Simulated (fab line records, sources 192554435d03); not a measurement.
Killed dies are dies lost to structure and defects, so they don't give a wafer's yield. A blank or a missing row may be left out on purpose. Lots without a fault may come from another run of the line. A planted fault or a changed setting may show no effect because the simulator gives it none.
Which tool did it? | flow n5_finfet | 21 lots, 63 wafers sampled, at 2 steps of a route of 1938

WHAT THE GAUGES READ, wafer by wafer
N5_GATE_CUT_INSPECT_15: inspects for defects (brightfield). Usual: raw_defect_count 135, standard deviation 47.
lot  | measured     | on                | raw_defect_count | flag
L075 | day 4 17:24  | defect_inspect-02 | 152 74 62        |
L076 | day 5 01:05  | defect_inspect-01 | 157 90 144       |
L077 | day 5 07:50  | defect_inspect-01 | 226 147 148      |
L078 | day 5 10:11  | defect_inspect-02 | 135 153 114      |
L079 | day 5 22:18  | defect_inspect-02 | 80 140 132       |
L080 | day 6 03:05  | defect_inspect-01 | 101 78 146       |
L081 | day 6 07:08  | defect_inspect-01 | 228 169 91       |
L082 | day 6 14:51  | defect_inspect-01 | 117 154 109      |
L083 | day 6 19:42  | defect_inspect-01 | 140 112 91       |
L084 | day 7 03:07  | defect_inspect-02 | 133 147 173      |
L085 | day 7 08:34  | defect_inspect-02 | 82 119 115       |
L086 | day 7 10:42  | defect_inspect-02 | 121 157 123      |
L087 | day 7 19:45  | defect_inspect-01 | 146 263 200      |
L089 | day 8 07:37  | defect_inspect-01 | 93 87 58         |
L090 | day 8 13:54  | defect_inspect-02 | 165 257 109      |
L091 | day 8 16:25  | defect_inspect-01 | 83 240 185       |
L092 | day 8 23:10  | defect_inspect-02 | 129 113 128      |
L093 | day 9 05:39  | defect_inspect-01 | 139 124 173      |
L094 | day 9 12:52  | defect_inspect-01 | 203 129 127      |
L095 | day 9 16:59  | defect_inspect-01 | 134 186 112      |
L096 | day 10 01:04 | defect_inspect-02 | 246 188 122      |

WHICH TOOL RAN EACH LOT (tool, then ch and the chambers of the sampled wafers, then the start)
lot  | N5_GATE_CUT_ETCH_58
L075 | rie_diel-06 ch 0,1,3, day 4 13:56
L076 | rie_diel-05 ch 0,1,2, day 4 21:41
L077 | rie_diel-05 ch 0,1,2, day 5 04:21
L078 | rie_diel-06 ch 1,2,3, day 5 06:03
L079 | rie_diel-02 ch 1,2,3, day 5 18:57
L080 | rie_diel-05 ch 0,3, day 5 22:58
L081 | rie_diel-05 ch 0,1,3, day 6 03:24
L082 | rie_diel-05 ch 1,2,3, day 6 11:11
L083 | rie_diel-05 ch 0,1,3, day 6 16:14
L084 | rie_diel-02 ch 1,2,3, day 6 23:45
L085 | rie_diel-06 ch 0,1, day 7 04:28
L086 | rie_diel-06 ch 0,2,3, day 7 06:57
L087 | rie_diel-02 ch 1,2, day 7 16:25
L089 | rie_diel-02 ch 0,1,2, day 8 04:09
L090 | rie_diel-05 ch 1,2,3, day 8 10:26
L091 | rie_diel-05 ch 0,1,3, day 8 13:05
L092 | rie_diel-05 ch 1,2, day 8 19:49
L093 | rie_diel-06 ch 1,2, day 9 02:19
L094 | rie_diel-05 ch 1,2,3, day 9 09:22
L095 | rie_diel-06 ch 2,3, day 9 13:31
L096 | rie_diel-05 ch 0,1,3, day 9 21:17
- N5_GATE_CUT_ETCH_58: etches SiNx in CH3F/O2, target depth 17 nm, time 128.6 s.

WHAT THE TOOLS THEMSELVES READ (means of the sampled wafers that have a number; where no wafer has one, the mark that the record gives instead)
N5_GATE_CUT_ETCH_58. Usual: bias_w 20.99 W, standard deviation 0.066; drypump_motor_current_A 5.6 A, standard deviation 0.46; oes_product_au 0.77 a.u., standard deviation 0.071; rf_vpp_V 99.1 V, standard deviation 0.9; showerhead_plenum_p_Torr 2.01 Torr, standard deviation 0.052; throttle_valve_pct 16.32 %, standard deviation 0.23.
lot  | tool        | bias_w (W) | drypump_motor_current_A (A) | oes_product_au (a.u.) | rf_vpp_V (V) | showerhead_plenum_p_Torr (Torr) | throttle_valve_pct (%) | flag
L075 | rie_diel-06 | 21.05      | 5.8                         | 0.76                  | 100.0        | 2.00                            | 16.41                  |
L076 | rie_diel-05 | 20.98      | 5.7                         | 0.83                  | 99.3         | 2.02                            | 16.06                  |
L077 | rie_diel-05 | 21.02      | 5.7                         | 0.84                  | 99.3         | 2.02                            | 16.07                  |
L078 | rie_diel-06 | 20.97      | 5.9                         | 0.73                  | 100.3        | 2.05                            | 16.36                  |
L079 | rie_diel-02 | 21.02      | 5.7                         | 0.77                  | 98.2         | 1.96                            | 16.31                  |
L080 | rie_diel-05 | 21.04      | 5.1                         | 0.75                  | 99.2         | 1.98                            | 16.44                  |
L081 | rie_diel-05 | 20.91      | 5.3                         | 0.76                  | 99.2         | 2.00                            | 16.30                  |
L082 | rie_diel-05 | 21.03      | 5.6                         | 0.76                  | 99.4         | 2.03                            | 16.28                  |
L083 | rie_diel-05 | 20.95      | 5.3                         | 0.76                  | 99.5         | 2.00                            | 16.32                  |
L084 | rie_diel-02 | 20.96      | 5.7                         | 0.77                  | 99.3         | 1.96                            | 16.32                  |
L085 | rie_diel-06 | 21.00      | 6.0                         | 0.73                  | 98.2         | 1.96                            | 16.41                  |
L086 | rie_diel-06 | 20.99      | 5.4                         | 0.77                  | 98.9         | 2.04                            | 16.46                  |
L087 | rie_diel-02 | 20.94      | 5.9                         | 0.80                  | 99.0         | 1.97                            | 16.25                  |
L089 | rie_diel-02 | 20.99      | 5.6                         | 0.77                  | 99.8         | 2.01                            | 16.41                  |
L090 | rie_diel-05 | 20.94      | 5.6                         | 0.75                  | 98.8         | 2.02                            | 16.30                  |
L091 | rie_diel-05 | 21.02      | 5.3                         | 0.75                  | 99.0         | 2.00                            | 16.35                  |
L092 | rie_diel-05 | 21.02      | 5.8                         | 0.77                  | 98.7         | 2.04                            | 16.17                  |
L093 | rie_diel-06 | 20.99      | 6.3                         | 0.71                  | 98.7         | 2.00                            | 16.38                  |
L094 | rie_diel-05 | 21.00      | 5.6                         | 0.74                  | 99.9         | 2.02                            | 16.33                  |
L095 | rie_diel-06 | 20.96      | 5.6                         | 0.72                  | 99.3         | 2.08                            | 16.46                  |
L096 | rie_diel-05 | 20.98      | 5.3                         | 0.74                  | 98.7         | 2.00                            | 16.35                  |

THE ANSWER, worked out from the rows above alone
Rule: a lot is off if the mean of its wafers that have a number lies more than 3 standard deviations from the usual mean. A lot without any number at a reading at which 4 lots or more have one is off too. The other lots that the step has rows for count as sound. The gauges are gone through in route order, then the tools' own readings, and for those a lot's mean is taken as printed above. The first step at which some lot is off is used, and at that step the reading that is off furthest; a lot without a number counts as furthest.
No lot is off at any reading shown: from this, nothing can be told.

WHAT THE SIMULATOR HAD PUT IN
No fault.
